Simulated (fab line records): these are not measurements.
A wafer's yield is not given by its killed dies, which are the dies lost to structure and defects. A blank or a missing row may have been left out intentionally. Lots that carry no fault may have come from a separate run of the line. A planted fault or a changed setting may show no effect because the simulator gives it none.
Chamber matching | flow nand-harc | cmp-01 running NHARC_P_M2_CMP_23: 4 sister chambers
The step polishes, t overpolish 20 s, target thk 144.3 nm. 8 wafers are shown with their chamber, then 10 later ones without.

WAFERS PAIRED WITH THEIR CHAMBERS
wafer  | chamber | motor-current-A (A) | time-to-endpoint-s (s)
L075.2 | 0       | 13.5                | 24
L077.1 | 1       | 12.5                | 37
L084.1 | 0       | 13.6                | 28
L089.2 | 2       | 11.0                | 33
L089.4 | 1       | 12.3                | 37
L089.5 | 3       | 11.8                | 31
L088.3 | 2       | 10.5                | 26
L088.5 | 3       | 11.5                | 26

WAFERS MISSING THEIR CHAMBER
wafer  | motor-current-A (A) | time-to-endpoint-s (s)
L088.6 | 11.7                | 28
L091.2 | 12.3                | 33
L091.3 | 10.8                | 26
L091.6 | 11.1                | 24
L093.3 | 13.5                | 28
L093.5 | 13.8                | 30
L093.6 | 12.6                | 36
L096.4 | 14.1                | 26
L096.5 | 13.0                | 27
L096.6 | 10.9                | 26

THE CHAMBER EACH PASSED THROUGH
wafer  | from the rows above     | in truth
L088.6 | 3                       | 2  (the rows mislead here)
L091.2 | can't be placed: 1 or 3 | 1
L091.3 | 2                       | 2
L091.6 | can't be placed: 2 or 3 | 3
L093.3 | 0                       | 0
L093.5 | 0                       | 0
L093.6 | 1                       | 1
L096.4 | 0                       | 0
L096.5 | can't be placed: 0 or 1 | 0
L096.6 | 2                       | 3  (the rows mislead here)
Correct placement for 5 of the 10. Not placeable from these rows: 3 (in 3, the candidates include the true chamber). Number placed wrongly: 2.
How it was worked out, from the rows above alone: a wafer's distance from a chamber is the root of the sum, over the readings, of the square of ((its reading less the chamber's mean) divided by the reading's scatter). The wafer belongs to the nearest chamber; if the next one is less than 2 further off, it can't be placed. A chamber's mean is the mean of its shown wafers. The scatter is the square root of a quotient: the sum, over the shown wafers, of each reading's squared deviation from its chamber's mean, divided by wafers minus chambers.
